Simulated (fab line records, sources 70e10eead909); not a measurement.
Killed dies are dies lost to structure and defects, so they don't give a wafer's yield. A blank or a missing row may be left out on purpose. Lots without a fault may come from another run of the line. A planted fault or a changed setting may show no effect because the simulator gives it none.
A struck lot beside a sound one | flow nand_harc | 15 steps out of a route of 1302
Sound: wafers L309.1, L309.4, L309.6. Struck: wafers L318.3, L318.4, L318.6. The cause comes at the end.
At each step with rows: each side's tool, then ch and its chambers, then its first start. Under that, the readings that differ: sound wafers | struck wafers | difference of the means | sigmas: that difference in standard deviations of wafers without a fault.
alike: readings whose means differ by less than 2 such deviations, and words and numbers that are the same on both sides. not compared: withheld readings, readings that some wafer has no value for, bounds like >300 that may hide the same value, and numbers for which the record gives no deviation and whose values overlap.
The two part at a step that has a row with sigmas, a row that says differs or no value, or rows on one side only. Numbers that don't overlap but have no deviation are shown without sigmas and don't part them. A reading that every wafer of one side lacks parts them only if that side has two wafers or more.

NHARC_A_M1_PVD_20: deposits TaN, target thk 5 nm, time 8.06 s.
  sound on pvd_sputter-01; struck on pvd_sputter-02
  alike: throttle_valve_pct
then, 2 steps without rows for these wafers: NHARC_A_M1_PVD_21 (deposits Cu, target thk 30 nm, time 20.49 s); NHARC_A_M1_ECD_22 (material Cu, target thk 400 nm).
NHARC_A_M1_ANNEAL_31: time 90 s.
  sound on rtp_anneal-01 ch 0, day 26 14:21; struck on rtp_anneal-01 ch 0, day 30 04:10
  alike: wafer_temp_C_max
NHARC_A_M1_CMP_23: polishes, t overpolish 20 s, target thk 154.34 nm.
  sound on cmp-01 ch 1,2,3, day 26 14:46; struck on cmp-03 ch 0,1,2, day 30 04:28
  alike: edge_zone_pressure_frac, motor_current_A, time_to_endpoint_s
NHARC_A_M1_THK_MEAS_24: measures by xrf.
  sound on film_metro-01, day 26 15:01; struck on film_metro-01, day 30 04:44
  alike: thk_nm
then, 1 step without rows for these wafers: NHARC_A_M1_SRD_25.
NHARC_A_M1_INSPECT_27:
  sound on defect_inspect-01, day 26 15:11; struck on defect_inspect-02, day 30 04:53
  reading          | sound       | struck      | difference | sigmas
  raw_defect_count | 600 636 618 | 352 394 320 | -263       | -3
NHARC_A_M1_PRE_CLEAN_32: time 12 s.
  sound on pecvd-02 ch 1,2, day 26 15:16; struck on pecvd-03 ch 1,2, day 30 04:58
  reading            | sound       | struck      | difference | sigmas
  heater_power_w (W) | 663 514 669 | 781 702 765 | +134       | +2
  alike: heater_power_outer_w
NHARC_A_M1_DEP_33: deposits SiCN, target thk 30 nm.
  sound on pecvd-02 ch 1,2, day 26 15:25; struck on pecvd-03 ch 1,2, day 30 05:04
  alike: heater_power_outer_w, heater_power_w
then, 1 step without rows for these wafers: NHARC_A_BONDPAD_DEP_00 (deposits SiCN, target thk 250 nm).
NHARC_A_BONDPAD_CMP_29: polishes SiCN, target thk 200 nm.
  sound on cmp-03 ch 0,1,2, day 26 16:17; struck on cmp-02 ch 0,1,3, day 30 06:02
  no value came back on the struck wafers for edge_zone_pressure_frac, motor_current_A (A); on the sound wafers edge_zone_pressure_frac reads 1.004 1.003 1.000
NHARC_A_BONDPAD_THK_MEAS_30: measures by ellipsometry.
  sound on film_metro-02, day 26 16:32; struck on film_metro-01, day 30 06:14
  reading     | sound             | struck            | difference | sigmas
  thk_nm (nm) | 200.9 200.5 200.9 | 240.8 252.7 252.2 | +47.8      | +32
then, 1 step without rows for these wafers: NHARC_A_BONDPAD_SRD_31.
NHARC_END_SORT_01:
  the record has rows for the struck wafers here (prober-01 ch 0, day 31 14:40) and none for the sound ones

WHERE THEY PART
First at NHARC_A_M1_INSPECT_27; last, within this record, at NHARC_END_SORT_01.

WHY: what the simulator had put in
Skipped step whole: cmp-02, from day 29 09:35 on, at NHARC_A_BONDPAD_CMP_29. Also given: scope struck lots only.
